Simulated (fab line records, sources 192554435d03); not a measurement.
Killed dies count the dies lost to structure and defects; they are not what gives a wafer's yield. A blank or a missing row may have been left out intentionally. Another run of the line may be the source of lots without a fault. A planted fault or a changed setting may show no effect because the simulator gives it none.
fab line records | flow n5-finfet | part 1 of 2: steps 1 to 4 of 6
record lots=22 | wafers=66 | last-day=22
route steps=1938 shown DUMMY_GATE@232 SD_EPI_N@274 SD_EPI_P@303
lots with no fault: from the same line, run without faults
start-h: the number of hours between the record's first day and the start of the first shown wafer of the lot | wait-h: time in hours since the lot's previous step | " same as the row above | L1.1+2: a single row standing in for several wafers | - no value, or no start given | * or withheld: withheld | < > ~ a bound
route shown NAME@n: names a module that has steps shown in the file, with the first one's number in the route | usual: mean and standard deviation over wafers with no fault | same: alike in all rows | chamber/n: place in a boat | sites: per-site readings | _std_site: their standard deviation | _edge_site: inner sites' mean taken away from outer sites' mean | radius-mm: how far each site lies from the wafer's centre | mask NAME#n: copy n | behind: tool/chamber where the wafer was last shaped | hold: what put the lot on hold/how long, in hours/how the hold closed | device: transistor that didn't switch, given as n, p or np | end of line: at the end of the route, the tests of the same wafers | a step given without rows: its recipe and nothing more | killed: at the first sort, the dies lost to defects and structure; wafer yield is something else | map: dies across one wafer; x = killed, . = not, _ = none there
set.NAME: the setting as run; set.NAME@STEP: as run at that earlier step | model.NAME: the simulator's own value behind a step, which no gauge read
route steps across a sampled set of lots; one table per step, one row per wafer
services: a tool's chamber out of use, with start hour (start-h, from the record's first day; less than 0 if before it), hours out, and reason
## steps
# step N5_DUMMY_GATE_OVL_MEAS_16
# recipe points-per-wafer=522
# usual GATE_OVL=-0.4/0.88
lot.wafer | tool       | chamber | start-h | wait-h | GATE_OVL[nm]
L074.1    | overlay-01 | 0       | 46.13   | 0.0    | -0.6
L074.3    | "          | 0       | "       | "      | -0.5
L074.5    | "          | 0       | "       | "      | -0.6
L075.2    | overlay-02 | 0       | 51.20   | 0.0    | -0.3
L075.4    | "          | 0       | "       | "      | -0.7
L075.5    | "          | 0       | "       | "      | -1.6
L076.4    | overlay-02 | 0       | 57.50   | 0.0    | -0.8
L076.5    | "          | 0       | "       | "      | -1.3
L076.6    | "          | 0       | "       | "      | -0.4
L077.1    | overlay-01 | 0       | 65.03   | 0.0    | -1.0
L077.4    | "          | 0       | "       | "      | 0.5
L077.6    | "          | 0       | "       | "      | -0.3
L078.4    | overlay-02 | 0       | 70.70   | 0.0    | 1.5
L078.5    | "          | 0       | "       | "      | 0.2
L078.6    | "          | 0       | "       | "      | 2.9
L079.1    | overlay-02 | 0       | 76.19   | 0.0    | -1.7
L079.3    | "          | 0       | "       | "      | -1.4
L079.4    | "          | 0       | "       | "      | -0.9
L080.3    | overlay-02 | 0       | 82.56   | 0.0    | -0.4
L080.4    | "          | 0       | "       | "      | 0.0
L080.5    | "          | 0       | "       | "      | -0.3
L081.1    | overlay-01 | 0       | 88.61   | 0.0    | -0.5
L081.2    | "          | 0       | "       | "      | 0.6
L081.4    | "          | 0       | "       | "      | 1.2
L082.1    | overlay-02 | 0       | 95.15   | 0.0    | 0.6
L082.3    | "          | 0       | "       | "      | -0.5
L082.6    | "          | 0       | "       | "      | 0.8
L083.2    | overlay-01 | 0       | 105.92  | 0.0    | -0.4
L083.3    | "          | 0       | "       | "      | 1.1
L083.4    | "          | 0       | "       | "      | -1.1
L084.4    | overlay-01 | 0       | 108.01  | 0.0    | -0.6
L084.5    | "          | 0       | "       | "      | 0.2
L084.6    | "          | 0       | "       | "      | -0.7
L086.3    | overlay-01 | 0       | 120.81  | 0.0    | -0.6
L086.5    | "          | 0       | "       | "      | -1.1
L086.6    | "          | 0       | "       | "      | -0.4
L087.2    | overlay-02 | 0       | 126.02  | 0.0    | 0.2
L087.4    | "          | 0       | "       | "      | -0.4
L087.6    | "          | 0       | "       | "      | 0.1
L088.2    | overlay-01 | 0       | 130.65  | 0.0    | 0.0
L088.5    | "          | 0       | "       | "      | 0.5
L088.6    | "          | 0       | "       | "      | -1.2
L089.1    | overlay-02 | 0       | 135.87  | 0.0    | -1.2
L089.2    | "          | 0       | "       | "      | -0.6
L089.3    | "          | 0       | "       | "      | -2.3
L090.3    | overlay-02 | 0       | 142.23  | 0.0    | 0.2
L090.5    | "          | 0       | "       | "      | -0.6
L090.6    | "          | 0       | "       | "      | -1.1
L091.1    | overlay-01 | 0       | 148.72  | 0.0    | 0.4
L091.2    | "          | 0       | "       | "      | -0.7
L091.3    | "          | 0       | "       | "      | 0.1
L092.1    | overlay-02 | 0       | 154.11  | 0.0    | 1.1
L092.2    | "          | 0       | "       | "      | 0.1
L092.5    | "          | 0       | "       | "      | 0.3
L093.1    | overlay-02 | 0       | 158.78  | 0.0    | -0.6
L093.4    | "          | 0       | "       | "      | -0.5
L093.5    | "          | 0       | "       | "      | -0.3
L094.1    | overlay-01 | 0       | 166.03  | 0.0    | 0.2
L094.5    | "          | 0       | "       | "      | 0.2
L094.6    | "          | 0       | "       | "      | -0.8
L095.4    | overlay-01 | 0       | 170.89  | 0.0    | 0.7
L095.5    | "          | 0       | "       | "      | -1.5
L095.6    | "          | 0       | "       | "      | -0.6
L096.3    | overlay-01 | 0       | 179.21  | 0.0    | 0.0
L096.4    | "          | 0       | "       | "      | 0.7
L096.6    | "          | 0       | "       | "      | -0.1
# step N5_DUMMY_GATE_ETCH_29
# recipe chemistry=N2/H2 | target=underlayer | target-depth-a=130 | ion-energy-ev=200 | pressure-mtorr=30 | source-w=840 | bias-w=150 | n2-flow-sccm=200 | h2-flow-sccm=200
# usual drypump-motor-current-A=5.8/0.38 | h2-flow-sccm=199.9/0.59 | oes-product-au=0.80/0.097 | rf-vpp-V=523.7/2.3 | showerhead-plenum-p-Torr=2.54/0.078 | throttle-valve-pct=17.89/0.2
lot.wafer | tool        | chamber | start-h | wait-h | drypump-motor-current-A | h2-flow-sccm | oes-product-au | rf-hours-counter-h | rf-vpp-V | showerhead-plenum-p-Torr | throttle-valve-pct
L074.1    | rie-diel-06 | 0       | 46.28   | 0.0    | 6.5                     | 200.6        | 0.81           | 104                | 526.0    | 2.67                     | 17.84
L074.3    | "           | 3       | "       | "      | 5.8                     | 199.6        | 0.71           | 193                | 521.0    | 2.42                     | 17.73
L074.5    | "           | 2       | "       | "      | 5.5                     | 199.5        | 0.84           | -                  | 523.9    | 2.58                     | 17.66
L075.2    | rie-diel-01 | 3       | 51.41   | 0.0    | 6.1                     | 199.9        | 0.70           | 243                | 524.3    | 2.62                     | 18.07
L075.4    | "           | 2       | "       | "      | 5.7                     | 200.0        | 0.88           | -                  | 524.1    | 2.60                     | 18.04
L075.5    | "           | 3       | "       | "      | 6.0                     | 200.0        | 0.70           | -                  | 525.2    | 2.62                     | 18.07
L076.4    | rie-diel-06 | 2       | 57.74   | 0.0    | 5.5                     | 200.5        | 0.85           | 70                 | 524.6    | 2.58                     | 17.67
L076.5    | "           | 3       | "       | "      | 5.8                     | 200.0        | 0.72           | -                  | 520.1    | 2.42                     | 17.75
L076.6    | "           | 2       | "       | "      | 5.5                     | 200.7        | 0.84           | -                  | 524.7    | 2.58                     | 17.67
L077.1    | rie-diel-01 | 3       | 65.18   | 0.0    | 6.1                     | 198.7        | 0.70           | 247                | 524.7    | 2.61                     | 18.07
L077.4    | "           | 2       | "       | "      | 5.6                     | 200.0        | 0.87           | 34                 | 526.7    | 2.59                     | 18.02
L077.6    | "           | 0       | "       | "      | 5.4                     | 199.7        | 0.69           | -                  | 523.8    | 2.51                     | 18.18
L078.4    | rie-diel-03 | 3       | 71.11   | 0.0    | 6.2                     | 199.7        | 0.85           | 64                 | 522.5    | 2.47                     | 17.56
L078.5    | "           | 1       | "       | "      | 5.2                     | 199.7        | 0.72           | -                  | 526.2    | 2.63                     | 17.71
L078.6    | "           | 0       | "       | "      | 6.0                     | 200.5        | 0.97           | -                  | 522.1    | 2.50                     | 17.89
L079.1    | rie-diel-03 | 2       | 76.35   | 0.0    | 5.9                     | 199.7        | 0.90           | 21                 | 526.5    | 2.60                     | 17.81
L079.3    | "           | 3       | "       | "      | 6.2                     | 200.8        | 0.84           | 65                 | 521.6    | 2.47                     | 17.57
L079.4    | "           | 0       | "       | "      | 6.0                     | 199.6        | 0.94           | 9                  | 520.7    | 2.50                     | 17.88
L080.3    | rie-diel-01 | 1       | 82.71   | 0.0    | 5.7                     | 199.7        | 0.73           | 202                | 518.9    | 2.42                     | 18.20
L080.4    | "           | 1       | "       | "      | 5.7                     | 200.4        | 0.74           | -                  | 519.8    | 2.42                     | 18.20
L080.5    | "           | 0       | "       | "      | 5.4                     | 199.5        | 0.69           | -                  | 521.2    | 2.51                     | 18.19
L081.1    | rie-diel-03 | 1       | 88.77   | 0.0    | 5.2                     | 201.2        | 0.71           | 191                | 524.8    | 2.63                     | 17.73
L081.2    | "           | 3       | "       | "      | 6.2                     | 200.6        | 0.84           | 67                 | 522.5    | 2.47                     | 17.56
L081.4    | "           | 0       | "       | "      | 6.0                     | 200.1        | 0.93           | 11                 | 523.3    | 2.50                     | 17.90
L082.1    | rie-diel-06 | 1       | 95.57   | 0.0    | 6.3                     | 200.6        | 0.67           | 242                | 523.6    | 2.51                     | 18.28
L082.3    | "           | 0       | "       | "      | 6.5                     | 200.2        | 0.80           | 118                | 526.3    | 2.66                     | 17.85
L082.6    | "           | 2       | "       | "      | 5.5                     | 199.7        | 0.83           | -                  | 524.2    | 2.58                     | 17.69
L083.2    | rie-diel-01 | 0       | 106.07  | 0.0    | 5.4                     | 199.8        | 0.69           | 243                | 522.7    | 2.50                     | 18.22
L083.3    | "           | 1       | "       | "      | 5.6                     | 199.9        | 0.73           | 211                | 519.6    | 2.42                     | 18.22
L083.4    | "           | 2       | "       | "      | 5.7                     | 199.9        | 0.85           | 49                 | 525.2    | 2.59                     | 18.06
L084.4    | rie-diel-01 | 1       | 108.16  | 0.0    | 5.6                     | 200.0        | 0.72           | 212                | 521.1    | 2.42                     | 18.22
L084.5    | "           | 0       | "       | "      | 5.4                     | 198.7        | 0.68           | -                  | 522.7    | 2.50                     | 18.20
L084.6    | "           | 1       | "       | "      | 5.6                     | 199.8        | 0.73           | -                  | 521.1    | 2.41                     | 18.23
L086.3    | rie-diel-06 | 3       | 120.96  | 0.0    | 5.8                     | 200.3        | 0.70           | 213                | 520.4    | 2.41                     | 17.77
L086.5    | "           | 3       | "       | "      | 5.8                     | 199.1        | 0.70           | -                  | 519.9    | 2.41                     | 17.78
L086.6    | "           | 0       | "       | "      | 6.5                     | 197.8        | 0.79           | -                  | 527.1    | 2.66                     | 17.86
L087.2    | rie-diel-01 | 0       | 126.56  | 0.0    | 5.4                     | 200.6        | 0.68           | 249                | 522.3    | 2.50                     | 18.22
L087.4    | "           | 2       | "       | "      | 5.7                     | 199.3        | 0.84           | 56                 | 525.8    | 2.58                     | 18.07
L087.6    | "           | 3       | "       | "      | 6.1                     | 200.3        | 0.97           | -                  | 524.3    | 2.61                     | 17.68
L088.2    | rie-diel-03 | 1       | 130.80  | 0.0    | 5.2                     | 198.7        | 0.70           | 205                | 526.4    | 2.63                     | 17.74
L088.5    | "           | 1       | "       | "      | 5.2                     | 198.7        | 0.70           | -                  | 525.7    | 2.62                     | 17.75
L088.6    | "           | 3       | "       | "      | 6.2                     | 198.9        | 0.84           | -                  | 521.3    | 2.46                     | 17.60
L089.1    | rie-diel-01 | 1       | 136.22  | 0.0    | 5.6                     | 199.8        | 0.71           | 222                | 521.5    | 2.41                     | 18.25
L089.2    | "           | 3       | "       | "      | 6.1                     | 200.8        | 0.95           | 13                 | 525.7    | 2.61                     | 17.69
L089.3    | "           | 2       | "       | "      | 5.7                     | 199.6        | 0.83           | 60                 | 525.3    | 2.58                     | 18.08
L090.3    | rie-diel-06 | 1       | 142.38  | 0.0    | 6.3                     | 200.2        | 1.02           | 0                  | 521.7    | 2.50                     | 17.85
L090.5    | "           | 2       | "       | "      | 5.5                     | 199.3        | 0.81           | -                  | 524.6    | 2.57                     | 17.72
L090.6    | "           | 1       | "       | "      | 6.3                     | 199.9        | 1.01           | -                  | 524.9    | 2.50                     | 17.84
L091.1    | rie-diel-06 | 2       | 148.88  | 0.0    | 5.5                     | 199.7        | 0.81           | 98                 | 525.1    | 2.57                     | 17.72
L091.2    | "           | 1       | "       | "      | 6.3                     | 200.1        | 1.00           | 2                  | 522.6    | 2.50                     | 17.85
L091.3    | "           | 0       | "       | "      | 6.5                     | 199.5        | 0.78           | 135                | 526.7    | 2.65                     | 17.89
L092.1    | rie-diel-06 | 3       | 154.27  | 0.0    | 5.8                     | 199.8        | 0.69           | 224                | 520.0    | 2.41                     | 17.78
L092.2    | "           | 1       | "       | "      | 6.3                     | 199.3        | 0.99           | 3                  | 522.3    | 2.50                     | 17.86
L092.5    | "           | 0       | "       | "      | 6.5                     | 199.5        | 0.78           | -                  | 527.1    | 2.65                     | 17.89
L093.1    | rie-diel-03 | 0       | 158.94  | 0.0    | 6.0                     | 200.6        | 0.89           | 32                 | 523.4    | 2.49                     | 17.91
L093.4    | "           | 2       | "       | "      | 5.9                     | 200.3        | 0.86           | 46                 | 524.0    | 2.59                     | 17.83
L093.5    | "           | 0       | "       | "      | 6.0                     | 199.4        | 0.90           | -                  | 522.2    | 2.49                     | 17.92
L094.1    | rie-diel-06 | 0       | 166.19  | 0.0    | 6.5                     | 200.2        | 0.78           | 139                | 525.7    | 2.65                     | 17.90
L094.5    | "           | 0       | "       | "      | 6.5                     | 200.3        | 0.77           | -                  | 527.4    | 2.65                     | 17.91
L094.6    | "           | 3       | "       | "      | 5.8                     | 199.5        | 0.69           | -                  | 520.6    | 2.41                     | 17.80
L095.4    | rie-diel-01 | 2       | 171.14  | 0.0    | 5.7                     | 199.3        | 0.82           | 69                 | 524.0    | 2.58                     | 18.12
L095.5    | "           | 2       | "       | "      | 5.7                     | 200.7        | 0.82           | -                  | 526.4    | 2.58                     | 18.10
L095.6    | "           | 3       | "       | "      | 6.1                     | 200.1        | 0.92           | -                  | 526.1    | 2.60                     | 17.70
L096.3    | rie-diel-03 | 3       | 179.39  | 0.0    | 6.2                     | 200.6        | 0.82           | 95                 | 521.0    | 2.46                     | 17.62
L096.4    | "           | 0       | "       | "      | 6.0                     | 198.8        | 0.88           | 38                 | 521.5    | 2.49                     | 17.94
L096.6    | "           | 2       | "       | "      | 5.9                     | 200.1        | 0.84           | -                  | 524.4    | 2.59                     | 17.86
# step N5_DUMMY_GATE_ETCH_37
# recipe chemistry=N2/H2 | target=SOC | target-depth-a=600 | overetch-a=300 | temp-c=40 | ion-energy-ev=200 | pressure-mtorr=30 | source-w=840 | bias-w=150 | n2-flow-sccm=200 | h2-flow-sccm=200
# usual drypump-motor-current-A=5.8/0.38 | h2-flow-sccm=200.1/0.57 | oes-product-au=0.64/0.073 | rf-vpp-V=523.8/2.4 | showerhead-plenum-p-Torr=2.54/0.078 | throttle-valve-pct=17.82/0.2
lot.wafer | tool        | chamber | start-h | wait-h | drypump-motor-current-A | h2-flow-sccm | oes-product-au | rf-hours-counter-h | rf-vpp-V | showerhead-plenum-p-Torr | throttle-valve-pct
L074.1    | rie-diel-06 | 0       | 46.36   | 0.0    | 6.5                     | 200.3        | 0.64           | 104                | 526.7    | 2.67                     | 17.75
L074.3    | "           | 3       | "       | "      | 5.8                     | 199.5        | 0.57           | 193                | 521.1    | 2.42                     | 17.66
L074.5    | "           | 2       | "       | "      | 5.5                     | 201.1        | 0.68           | -                  | 524.4    | 2.58                     | 17.59
L075.2    | rie-diel-01 | 3       | 51.49   | 0.0    | 6.1                     | 199.9        | 0.56           | 243                | 526.0    | 2.62                     | 18.02
L075.4    | "           | 2       | "       | "      | 5.7                     | 199.9        | 0.70           | -                  | 525.5    | 2.60                     | 17.96
L075.5    | "           | 3       | "       | "      | 6.1                     | 199.6        | 0.56           | -                  | 525.9    | 2.62                     | 18.00
L076.4    | rie-diel-06 | 2       | 57.82   | 0.0    | 5.5                     | 200.5        | 0.66           | 70                 | 524.4    | 2.58                     | 17.58
L076.5    | "           | 3       | "       | "      | 5.8                     | 200.1        | 0.57           | -                  | 519.3    | 2.42                     | 17.66
L076.6    | "           | 2       | "       | "      | 5.5                     | 200.5        | 0.66           | -                  | 525.7    | 2.58                     | 17.60
L077.1    | rie-diel-01 | 3       | 65.26   | 0.0    | 6.1                     | 200.2        | 0.55           | 247                | 526.6    | 2.61                     | 18.01
L077.4    | "           | 2       | "       | "      | 5.7                     | 200.9        | 0.69           | 34                 | 525.6    | 2.59                     | 17.96
L077.6    | "           | 0       | "       | "      | 5.4                     | 200.3        | 0.56           | -                  | 523.1    | 2.51                     | 18.11
L078.4    | rie-diel-03 | 3       | 71.19   | 0.0    | 6.2                     | 200.6        | 0.68           | 64                 | 521.5    | 2.47                     | 17.50
L078.5    | "           | 1       | "       | "      | 5.2                     | 200.2        | 0.57           | -                  | 525.7    | 2.63                     | 17.65
L078.6    | "           | 0       | "       | "      | 6.0                     | 200.0        | 0.75           | -                  | 523.8    | 2.50                     | 17.83
L079.1    | rie-diel-03 | 2       | 76.43   | 0.0    | 5.9                     | 200.1        | 0.70           | 21                 | 525.6    | 2.60                     | 17.74
L079.3    | "           | 3       | "       | "      | 6.2                     | 199.7        | 0.68           | 65                 | 523.5    | 2.47                     | 17.49
L079.4    | "           | 0       | "       | "      | 6.0                     | 200.6        | 0.75           | 9                  | 521.9    | 2.50                     | 17.80
L080.3    | rie-diel-01 | 1       | 82.79   | 0.0    | 5.6                     | 200.9        | 0.59           | 202                | 519.8    | 2.42                     | 18.13
L080.4    | "           | 1       | "       | "      | 5.7                     | 200.3        | 0.58           | -                  | 519.4    | 2.42                     | 18.13
L080.5    | "           | 0       | "       | "      | 5.4                     | 200.5        | 0.55           | -                  | 522.8    | 2.51                     | 18.12
L081.1    | rie-diel-03 | 1       | 88.85   | 0.0    | 5.2                     | 200.3        | 0.57           | 191                | 525.9    | 2.63                     | 17.66
L081.2    | "           | 3       | "       | "      | 6.2                     | 200.3        | 0.67           | 67                 | 522.3    | 2.47                     | 17.49
L081.4    | "           | 0       | "       | "      | 6.0                     | 200.6        | 0.74           | 11                 | 522.5    | 2.50                     | 17.82
L082.1    | rie-diel-06 | 1       | 95.65   | 0.0    | 6.3                     | 201.3        | 0.53           | 242                | 523.1    | 2.51                     | 18.20
L082.3    | "           | 0       | "       | "      | 6.5                     | 199.3        | 0.63           | 118                | 528.1    | 2.66                     | 17.79
L082.6    | "           | 2       | "       | "      | 5.5                     | 200.1        | 0.66           | -                  | 525.5    | 2.58                     | 17.62
L083.2    | rie-diel-01 | 0       | 106.15  | 0.0    | 5.4                     | 200.9        | 0.55           | 243                | 521.0    | 2.50                     | 18.13
L083.3    | "           | 1       | "       | "      | 5.6                     | 199.7        | 0.59           | 211                | 521.5    | 2.42                     | 18.16
L083.4    | "           | 2       | "       | "      | 5.7                     | 200.1        | 0.68           | 49                 | 525.5    | 2.59                     | 17.99
L084.4    | rie-diel-01 | 1       | 108.24  | 0.0    | 5.6                     | 199.4        | 0.57           | 212                | 521.1    | 2.42                     | 18.16
L084.5    | "           | 0       | "       | "      | 5.4                     | 199.3        | 0.54           | -                  | 523.4    | 2.50                     | 18.16
L084.6    | "           | 1       | "       | "      | 5.6                     | 200.6        | 0.57           | -                  | 520.0    | 2.42                     | 18.16
L086.3    | rie-diel-06 | 3       | 121.04  | 0.0    | 5.8                     | 198.9        | 0.56           | 213                | 521.2    | 2.41                     | 17.70
L086.5    | "           | 3       | "       | "      | 5.8                     | 200.3        | 0.56           | -                  | 521.9    | 2.41                     | 17.70
L086.6    | "           | 0       | "       | "      | 6.5                     | 200.5        | 0.62           | -                  | 527.4    | 2.66                     | 17.78
L087.2    | rie-diel-01 | 0       | 126.64  | 0.0    | 5.4                     | 201.5        | 0.55           | 249                | 522.9    | 2.50                     | 18.15
L087.4    | "           | 2       | "       | "      | 5.7                     | 200.1        | 0.66           | 56                 | 525.8    | 2.58                     | 18.01
L087.6    | "           | 3       | "       | "      | 6.1                     | 201.2        | 0.74           | -                  | 525.9    | 2.61                     | 17.60
L088.2    | rie-diel-03 | 1       | 130.88  | 0.0    | 5.2                     | 198.8        | 0.56           | 205                | 526.2    | 2.62                     | 17.68
L088.5    | "           | 1       | "       | "      | 5.2                     | 198.9        | 0.57           | -                  | 526.5    | 2.62                     | 17.68
L088.6    | "           | 3       | "       | "      | 6.2                     | 200.0        | 0.66           | -                  | 521.2    | 2.46                     | 17.52
L089.1    | rie-diel-01 | 1       | 136.30  | 0.0    | 5.6                     | 198.3        | 0.58           | 222                | 519.9    | 2.41                     | 18.17
L089.2    | "           | 3       | "       | "      | 6.1                     | 199.5        | 0.74           | 13                 | 525.8    | 2.61                     | 17.62
L089.3    | "           | 2       | "       | "      | 5.7                     | 200.3        | 0.66           | 60                 | 525.4    | 2.58                     | 18.01
L090.3    | rie-diel-06 | 1       | 142.46  | 0.0    | 6.3                     | 200.3        | 0.79           | 0                  | 523.6    | 2.50                     | 17.77
L090.5    | "           | 2       | "       | "      | 5.5                     | 199.9        | 0.64           | -                  | 524.2    | 2.57                     | 17.65
L090.6    | "           | 1       | "       | "      | 6.3                     | 200.1        | 0.81           | -                  | 523.5    | 2.50                     | 17.78
L091.1    | rie-diel-06 | 2       | 148.96  | 0.0    | 5.5                     | 199.9        | 0.65           | 98                 | 524.2    | 2.57                     | 17.66
L091.2    | "           | 1       | "       | "      | 6.3                     | 200.2        | 0.79           | 2                  | 523.8    | 2.50                     | 17.76
L091.3    | "           | 0       | "       | "      | 6.5                     | 200.3        | 0.62           | 135                | 526.6    | 2.65                     | 17.80
L092.1    | rie-diel-06 | 3       | 154.35  | 0.0    | 5.8                     | 199.4        | 0.55           | 224                | 520.0    | 2.41                     | 17.71
L092.2    | "           | 1       | "       | "      | 6.3                     | 199.2        | 0.78           | 3                  | 520.8    | 2.50                     | 17.77
L092.5    | "           | 0       | "       | "      | 6.5                     | 198.7        | 0.62           | -                  | 529.3    | 2.65                     | 17.81
L093.1    | rie-diel-03 | 0       | 159.02  | 0.0    | 6.0                     | 200.2        | 0.71           | 32                 | 523.0    | 2.49                     | 17.87
L093.4    | "           | 2       | "       | "      | 5.9                     | 199.6        | 0.67           | 46                 | 526.1    | 2.59                     | 17.78
L093.5    | "           | 0       | "       | "      | 6.0                     | 199.9        | 0.70           | -                  | 524.1    | 2.49                     | 17.84
L094.1    | rie-diel-06 | 0       | 166.27  | 0.0    | 6.5                     | 200.5        | 0.61           | 139                | 527.0    | 2.65                     | 17.81
L094.5    | "           | 0       | "       | "      | 6.5                     | 200.1        | 0.61           | -                  | 527.3    | 2.65                     | 17.82
L094.6    | "           | 3       | "       | "      | 5.8                     | 200.4        | 0.55           | -                  | 520.6    | 2.41                     | 17.73
L095.4    | rie-diel-01 | 2       | 171.22  | 0.0    | 5.7                     | 200.1        | 0.65           | 69                 | 524.7    | 2.58                     | 18.03
L095.5    | "           | 2       | "       | "      | 5.7                     | 200.3        | 0.65           | -                  | 525.2    | 2.58                     | 18.04
L095.6    | "           | 3       | "       | "      | 6.1                     | 200.8        | 0.72           | -                  | 526.0    | 2.60                     | 17.62
L096.3    | rie-diel-03 | 3       | 179.47  | 0.0    | 6.1                     | 200.3        | 0.65           | 95                 | 520.8    | 2.46                     | 17.56
L096.4    | "           | 0       | "       | "      | 6.0                     | 200.0        | 0.69           | 38                 | 522.3    | 2.49                     | 17.85
L096.6    | "           | 2       | "       | "      | 5.9                     | 200.1        | 0.66           | -                  | 526.3    | 2.59                     | 17.80
# step N5_DUMMY_GATE_ETCH_23
# recipe chemistry=HBr/Cl2/O2 | HBr_flow_sccm=150 | Cl2_flow_sccm=80 | O2_flow_sccm=12 | bias-w=102 | target-depth-a=410 | time-s=22.3 | target=poly-Si | mask-material=SiO2 | pressure-mtorr=10 | icp-w=800
# usual drypump-motor-current-A=5.6/0.44 | oes-product-au=1.003/0.018 | throttle-valve-pct=37.01/0.22
lot.wafer | tool      | chamber | start-h | wait-h | drypump-motor-current-A | oes-product-au | rf-hours-counter-h | throttle-valve-pct
L074.1    | rie-si-04 | 0       | 47.16   | 0.0    | 5.3                     | 1.014          | 7                  | 36.89
L074.3    | "         | 3       | "       | "      | 5.3                     | 0.976          | 166                | 37.17
L074.5    | "         | 1       | "       | "      | 6.2                     | 1.001          | -                  | 36.84
L075.2    | rie-si-02 | 1       | 52.14   | 0.0    | 5.4                     | 1.030          | 35                 | 36.86
L075.4    | "         | 0       | "       | "      | 5.8                     | 0.998          | 98                 | 37.25
L075.5    | "         | 0       | "       | "      | 5.8                     | 0.999          | -                  | 37.25
L076.4    | rie-si-06 | 3       | 58.54   | 0.0    | 5.9                     | 1.004          | 133                | 37.14
L076.5    | "         | 0       | "       | "      | 5.6                     | 0.981          | -                  | 37.39
L076.6    | "         | 1       | "       | "      | 6.1                     | 0.978          | -                  | 37.11
L077.1    | rie-si-02 | 1       | 66.18   | 0.0    | 5.4                     | 1.020          | 36                 | 36.86
L077.4    | "         | 3       | "       | "      | 4.9                     | 0.992          | 26                 | 37.19
L077.6    | "         | 0       | "       | "      | 5.8                     | 1.007          | -                  | 37.24
L078.4    | rie-si-06 | 2       | 71.75   | 0.0    | 6.2                     | 0.978          | 87                 | 36.66
L078.5    | "         | 1       | "       | "      | 6.1                     | 0.983          | -                  | 37.10
L078.6    | "         | 0       | "       | "      | 5.6                     | 0.986          | -                  | 37.39
L079.1    | rie-si-04 | 1       | 77.07   | 0.0    | 6.2                     | 1.008          | 113                | 36.84
L079.3    | "         | 0       | "       | "      | 5.3                     | 1.017          | 8                  | 36.89
L079.4    | "         | 2       | "       | "      | 5.0                     | 1.031          | 82                 | 37.17
L080.3    | rie-si-06 | 2       | 83.35   | 0.0    | 6.1                     | 0.993          | 87                 | 36.66
L080.4    | "         | 3       | "       | "      | 5.9                     | 1.014          | 134                | 37.13
L080.5    | "         | 3       | "       | "      | 5.9                     | 1.008          | -                  | 37.14
L081.1    | rie-si-04 | 0       | 89.47   | 0.0    | 5.3                     | 1.014          | 8                  | 36.90
L081.2    | "         | 3       | "       | "      | 5.3                     | 0.987          | 167                | 37.20
L081.4    | "         | 3       | "       | "      | 5.3                     | 0.975          | -                  | 37.19
L082.1    | rie-si-06 | 1       | 96.23   | 0.0    | 6.1                     | 0.983          | 50                 | 37.10
L082.3    | "         | 1       | "       | "      | 6.1                     | 0.981          | -                  | 37.10
L082.6    | "         | 2       | "       | "      | 6.2                     | 0.974          | -                  | 36.65
L083.2    | rie-si-04 | 2       | 106.71  | 0.0    | 5.0                     | 1.020          | 83                 | 37.16
L083.3    | "         | 1       | "       | "      | 6.2                     | 1.005          | 114                | 36.84
L083.4    | "         | 2       | "       | "      | 5.0                     | 1.019          | -                  | 37.17
L084.4    | rie-si-02 | 1       | 108.80  | 0.0    | 5.4                     | 1.038          | 36                 | 36.85
L084.5    | "         | 2       | "       | "      | 5.9                     | 1.007          | -                  | 36.72
L084.6    | "         | 3       | "       | "      | 4.8                     | 0.996          | -                  | 37.19
L086.3    | rie-si-06 | 1       | 121.72  | 0.0    | 6.2                     | 0.981          | 50                 | 37.11
L086.5    | "         | 1       | "       | "      | 6.2                     | 0.982          | -                  | 37.10
L086.6    | "         | 2       | "       | "      | 6.1                     | 0.974          | -                  | 36.65
L087.2    | rie-si-06 | 2       | 127.34  | 0.0    | 6.2                     | 0.978          | 88                 | 36.66
L087.4    | "         | 3       | "       | "      | 5.9                     | 1.013          | 134                | 37.16
L087.6    | "         | 2       | "       | "      | 6.2                     | 0.985          | -                  | 36.65
L088.2    | rie-si-04 | 2       | 131.45  | 0.0    | 5.0                     | 1.037          | 83                 | 37.18
L088.5    | "         | 1       | "       | "      | 6.2                     | 1.017          | -                  | 36.84
L088.6    | "         | 0       | "       | "      | 5.3                     | 1.007          | -                  | 36.89
L089.1    | rie-si-04 | 0       | 137.08  | 0.0    | 5.3                     | 1.005          | 9                  | 36.91
L089.2    | "         | 2       | "       | "      | 5.0                     | 1.032          | 83                 | 37.16
L089.3    | "         | 1       | "       | "      | 6.2                     | 1.007          | 114                | 36.85
L090.3    | rie-si-02 | 3       | 143.02  | 0.0    | 4.9                     | 1.003          | 27                 | 37.19
L090.5    | "         | 2       | "       | "      | 5.9                     | 1.012          | -                  | 36.73
L090.6    | "         | 3       | "       | "      | 4.9                     | 0.999          | -                  | 37.19
L091.1    | rie-si-02 | 1       | 149.75  | 0.0    | 5.4                     | 1.030          | 37                 | 36.85
L091.2    | "         | 0       | "       | "      | 5.7                     | 1.011          | 99                 | 37.25
L091.3    | "         | 2       | "       | "      | 6.0                     | 1.016          | 171                | 36.72
L092.1    | rie-si-04 | 2       | 154.91  | 0.0    | 5.0                     | 1.028          | 84                 | 37.16
L092.2    | "         | 0       | "       | "      | 5.3                     | 1.000          | 9                  | 36.88
L092.5    | "         | 3       | "       | "      | 5.3                     | 0.986          | -                  | 37.18
L093.1    | rie-si-02 | 2       | 159.59  | 0.0    | 6.0                     | 1.024          | 171                | 36.73
L093.4    | "         | 0       | "       | "      | 5.7                     | 1.021          | 100                | 37.26
L093.5    | "         | 3       | "       | "      | 4.9                     | 1.005          | -                  | 37.19
L094.1    | rie-si-02 | 2       | 166.94  | 0.0    | 5.9                     | 1.000          | 171                | 36.73
L094.5    | "         | 1       | "       | "      | 5.4                     | 1.039          | -                  | 36.85
L094.6    | "         | 2       | "       | "      | 5.9                     | 1.018          | -                  | 36.72
L095.4    | rie-si-02 | 3       | 171.78  | 0.0    | 4.8                     | 1.004          | 28                 | 37.19
L095.5    | "         | 1       | "       | "      | 5.4                     | 1.029          | -                  | 36.86
L095.6    | "         | 2       | "       | "      | 5.9                     | 1.026          | -                  | 36.72
L096.3    | rie-si-04 | 3       | 180.10  | 0.0    | 5.3                     | 0.990          | 168                | 37.19
L096.4    | "         | 0       | "       | "      | 5.3                     | 1.014          | 10                 | 36.89
L096.6    | "         | 3       | "       | "      | 5.3                     | 0.989          | -                  | 37.17
